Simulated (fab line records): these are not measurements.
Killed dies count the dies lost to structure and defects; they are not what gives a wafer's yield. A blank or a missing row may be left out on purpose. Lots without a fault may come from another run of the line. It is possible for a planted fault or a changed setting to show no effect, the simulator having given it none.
Matching of chambers	flow n5_finfet	N5_SDB_HM_DEP_00 on pecvd-03: 3 sister chambers
The step deposits SiNx from SiH4/NH3/N2, target thk 40 nm, time 35.3 s. 6 wafers are shown with their chamber, then 10 later ones without.

EACH WAFER AND ITS CHAMBER
wafer	chamber	throttle_valve_pct (%)	showerhead_plenum_p_Torr (Torr)
L077.6	2	38.8	5.22
L079.4	0	44.4	5.19
L079.5	1	39.9	5.21
L079.6	0	44.5	5.18
L081.2	1	39.7	5.20
L081.3	2	39.2	5.22

WAFERS WITHOUT THEIR CHAMBER
wafer	throttle_valve_pct (%)	showerhead_plenum_p_Torr (Torr)
L081.6	39.6	5.20
L093.1	39.5	5.21
L093.2	39.4	5.22
L093.3	44.2	5.17
L093.4	44.1	5.19
L093.5	39.5	5.22
L093.6	39.4	5.23
L094.1	39.7	5.22
L094.4	39.5	5.20
L094.5	44.4	5.19

THE CHAMBER EACH PASSED THROUGH
wafer	from the rows above	in truth
L081.6	1	1
L093.1	can't be placed: 1 or 2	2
L093.2	can't be placed: 2 or 1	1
L093.3	0	0
L093.4	0	0
L093.5	can't be placed: 2 or 1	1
L093.6	2	2
L094.1	can't be placed: 1 or 2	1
L094.4	1	1
L094.5	0	0
6 of 10 placed correctly. Unplaceable from these rows: 4, with the true chamber sitting among the candidates in 4. Placed wrongly: 0.
How it was worked out, from the rows above alone: a wafer's distance from a chamber is the root of the sum, over the readings, of the square of ((its reading less the chamber's mean) divided by the reading's scatter). The wafer belongs to the nearest chamber; if the next one is less than 2 further off, it can't be placed. Each chamber's mean is taken over the wafers shown for it. The scatter: take each reading less its chamber's mean, square it, sum over the shown wafers, divide by the number of wafers less the number of chambers, and take the root.
